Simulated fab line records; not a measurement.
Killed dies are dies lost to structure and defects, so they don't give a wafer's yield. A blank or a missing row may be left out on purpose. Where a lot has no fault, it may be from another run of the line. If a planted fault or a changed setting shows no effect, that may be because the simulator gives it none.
Which of the tools did it? ; flow nand_harc ; 7 lots, 21 wafers sampled, at 4 steps of a route of 1302

== WHAT THE GAUGES READ, wafer by wafer ==
NHARC_END_SORT_01.
lot;measured;on;killed_at_array
L229;day 32 01:14;prober-01;138 135 138

== WHICH TOOL RAN EACH LOT (tool, then ch and the chambers of the sampled wafers, then the start) ==
lot;NHARC_A_STAIRCASE_STRIP_255;NHARC_THIN_TSV_ETCH_44;NHARC_THIN_TSV_DEP_47
L211;wet_bench-09 ch 2,3,5, day 16 23:10;rie_diel-13 ch 0,3, day 24 06:19;pecvd-02 ch 1,2, day 24 07:58
L215;wet_bench-01 ch 0,1,3, day 17 21:01;rie_diel-09 ch 1,2, day 25 00:23;pecvd-01 ch 0,2, day 25 02:11
L219;wet_bench-01 ch 1,4,5, day 19 12:12;rie_diel-13 ch 0,2,3, day 27 03:56;pecvd-02 ch 0,1, day 27 05:32
L220;wet_bench-04 ch 0,1,5, day 20 06:41;rie_diel-12 ch 0,2,3, day 27 17:18;pecvd-03 ch 0,1,2, day 27 18:47
L224;wet_bench-09 ch 1,4,7, day 21 05:01;rie_diel-12 ch 1,3, day 29 02:42;pecvd-02 ch 0,2, day 29 04:14
L229;wet_bench-04 ch 4,6,7, day 23 17:39;rie_diel-13 ch 1,2, day 31 07:01;pecvd-02 ch 0,1,2, day 31 08:59
L233;wet_bench-09 ch 2,3,4, day 25 08:23;rie_diel-09 ch 0,1,2, day 32 17:41;pecvd-01 ch 0,1,2, day 32 19:16
- NHARC_A_STAIRCASE_STRIP_255: strips in SPM, time 900 s.
- NHARC_THIN_TSV_ETCH_44: etches the open film in CF4/O2, target depth 1594.2 nm, time 797.1 s.
- NHARC_THIN_TSV_DEP_47: deposits SiO2, target thk 200 nm.

== THE ANSWER, worked out from the rows above alone ==
Rule: the lots themselves supply what counts as usual. The widest of any qualifying gaps counts: lots, ordered by their means at a reading, are off when they make up no more than a third of the lots, leave a main group of 4 or more, and stand apart from it by 3 or more times the standard deviation of that group's means. Not used: any main group whose means are identical at the precision the tables above print for the reading. Also off: a lot with no number at a reading for which 4 or more lots have one. The other lots that the step has rows for count as sound.
None of the lots is off at any reading shown; this tells nothing.

== WHAT THE SIMULATOR HAD INSERTED ==
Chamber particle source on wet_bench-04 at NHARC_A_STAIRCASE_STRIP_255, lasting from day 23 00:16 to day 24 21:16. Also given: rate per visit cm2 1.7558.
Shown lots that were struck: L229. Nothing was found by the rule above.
